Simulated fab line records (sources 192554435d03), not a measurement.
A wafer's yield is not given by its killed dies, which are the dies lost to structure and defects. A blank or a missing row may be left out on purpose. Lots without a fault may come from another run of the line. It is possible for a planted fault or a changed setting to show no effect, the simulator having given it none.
Split-lot experiment ; flow n5-finfet ; on a route of 1938 steps: 7 lots, 21 wafers read

SPLIT DETAILS
At N5_MOL_CONTACT_COAG_CVD_140 (deposits W, target thk 66.5 nm, time 215 s), the setting target-thk-a was moved away from the recipe's 665 angstrom on 7 of the 21 wafers read, by -10.7% to +8.2%. All remaining wafers had this setting at the recipe value.

The split's own step is where the reading is taken.

THE READING
W_of_MOL_CONTACT_COAG_CVD_140.thk-nm (the simulator's own value, which no gauge read), in nm, at N5_MOL_CONTACT_COAG_CVD_140 (deposits W, target thk 66.5 nm, time 215 s). The file does not state a usual value for it. Here, 14 wafers ran the recipe; their average is 66.5 nm with a standard deviation of 0.99 nm.

wafer;tool, chamber at the split;target-thk-a as run, angstrom;against the recipe;W_of_MOL_CONTACT_COAG_CVD_140.thk-nm, nm;against lot-mates on the recipe
L081.1;cvd-w-02, 1;665;recipe;65.6;-
L081.3;cvd-w-02, 1;594;-10.7%;59.4;-6.1
L081.6;cvd-w-02, 0;665;recipe;65.4;-
L082.1;cvd-w-01, 0;665;recipe;65.6;-
L082.4;cvd-w-01, 0;665;recipe;65.6;-
L082.5;cvd-w-01, 0;665;recipe;66.2;-
L084.3;cvd-w-01, 1,0;665;recipe;66;-
L084.4;cvd-w-01, 1,0;665;recipe;66;-
L084.6;cvd-w-01, 0;665;recipe;65.6;-
L085.1;cvd-w-01, 0;665;recipe;66.6;-
L085.3;cvd-w-01, 0;706.5;+6.2%;69.8;+3.0
L085.5;cvd-w-01, 0;665;recipe;67;-
L088.4;cvd-w-02, 1;719.8;+8.2%;72.4;+5.2
L088.5;cvd-w-02, 0;719.8;+8.2%;72.6;+5.4
L088.6;cvd-w-02, 1;665;recipe;67.2;-
L096.1;cvd-w-02, 1;665;recipe;68.6;-
L096.2;cvd-w-02, 0;665;recipe;68;-
L096.4;cvd-w-02, 0;624.1;-6.2%;63;-5.3
L097.1;cvd-w-02, 0;624.6;-6.1%;63.2;-4.4
L097.5;cvd-w-02, 0;624.6;-6.1%;63.2;-4.4
L097.4;cvd-w-02, 0;665;recipe;67.6;-
Where a row lists several chambers, the file gives one row for several wafers and doesn't say which wafer went through which chamber.

FIT RESULTS
A straight line over all 21 wafers: W_of_MOL_CONTACT_COAG_CVD_140.thk-nm changes by +0.643 nm for each +1% of target-thk-a; r = +0.95; the points scatter about the line by 0.92 nm.
The same after taking each lot's own level away (the mean of its wafers on the recipe; 21 wafers): +0.641 nm for each +1%; r = +0.99; scatter 0.47 nm.
That fit puts the effect of the largest move of target-thk-a on the reading at 6.8 nm.
Measured against the standard deviation above, the lots' own levels, which go from 65.50 to 68.30 nm, span 2.8 times it.
Consequently the slope shifts little with the lot-to-lot level, the two slopes agreeing.
Check: for one of the wafers moved furthest among these (-10.7%), held out of the fit, the line's prediction against its lot-mates is -7.36 nm. It came out at -6.1 nm against them.

OTHER SPLITS ON THESE WAFERS
Before the reading, these wafers also passed through other splits. Each is held against what the fit with the lots' levels taken away leaves over:
other split on the same wafers;wafers away from the commonest value;r with W_of_MOL_CONTACT_COAG_CVD_140.thk-nm (lot level and that fit taken away)
N5_GATE_CUT_ALD_22 ald-cycles;6;-0.40
N5_MOL_CONTACT_COAG_PECVD_31 temp-c;7;+0.18
N5_MOL_CONTACT_COAG_COAT_76 spin-rpm;6;-0.27

THE FILE'S OWN FIT
W_of_MOL_CONTACT_COAG_CVD_140.thk-nm changes by +0.632 nm for each +1% of target-thk-a, r = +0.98.
